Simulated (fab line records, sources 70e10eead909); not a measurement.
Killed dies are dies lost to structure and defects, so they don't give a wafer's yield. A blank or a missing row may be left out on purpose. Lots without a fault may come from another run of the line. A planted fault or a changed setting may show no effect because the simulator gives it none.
Which tool did it? | flow nand_harc | 6 lots, 18 wafers sampled, at 2 steps of a route of 1302

WHAT THE GAUGES READ, wafer by wafer
NHARC_P_M2_INSPECT_11.
lot  | measured     | on                | raw_defect_count
L954 | day 7 17:52  | defect_inspect-02 | 2 5 4
L958 | day 9 04:10  | defect_inspect-02 | 6 6 8
L964 | day 11 20:18 | defect_inspect-02 | 12 4 2
L970 | day 14 06:29 | defect_inspect-02 | 5 7 5
L972 | day 14 23:49 | defect_inspect-01 | 6 2 7
L974 | day 16 03:23 | defect_inspect-02 | 5 9 7

WHICH TOOL RAN EACH LOT (tool, then ch and the chambers of the sampled wafers, then the start)
lot  | NHARC_P_M1_PRE_CLEAN_32
L954 | pecvd-01 ch 0,1, day 7 16:23
L958 | pecvd-01 ch 1,2, day 9 02:44
L964 | pecvd-03 ch 0,1,2, day 11 18:52
L970 | pecvd-03 ch 0,2, day 14 05:01
L972 | pecvd-01 ch 0,1,2, day 14 22:23
L974 | pecvd-01 ch 0,1,2, day 16 01:58
- NHARC_P_M1_PRE_CLEAN_32: time 12 s.

THE ANSWER, worked out from the rows above alone
Rule: what is usual is taken from the lots themselves. Put in order of their means at a reading, lots are off if they are a third of the lots or fewer, leave a main group of 4 or more, and stand apart from it by a gap of 3 or more times the standard deviation of the main group's means; of several such gaps the widest counts. A main group whose means are all the same, to the digits that the tables above print for the reading, isn't used. A lot without any number at a reading at which 4 lots or more have one is off too. The other lots that the step has rows for count as sound.
No lot is off at any reading shown: from this, nothing can be told.

WHAT THE SIMULATOR HAD PUT IN
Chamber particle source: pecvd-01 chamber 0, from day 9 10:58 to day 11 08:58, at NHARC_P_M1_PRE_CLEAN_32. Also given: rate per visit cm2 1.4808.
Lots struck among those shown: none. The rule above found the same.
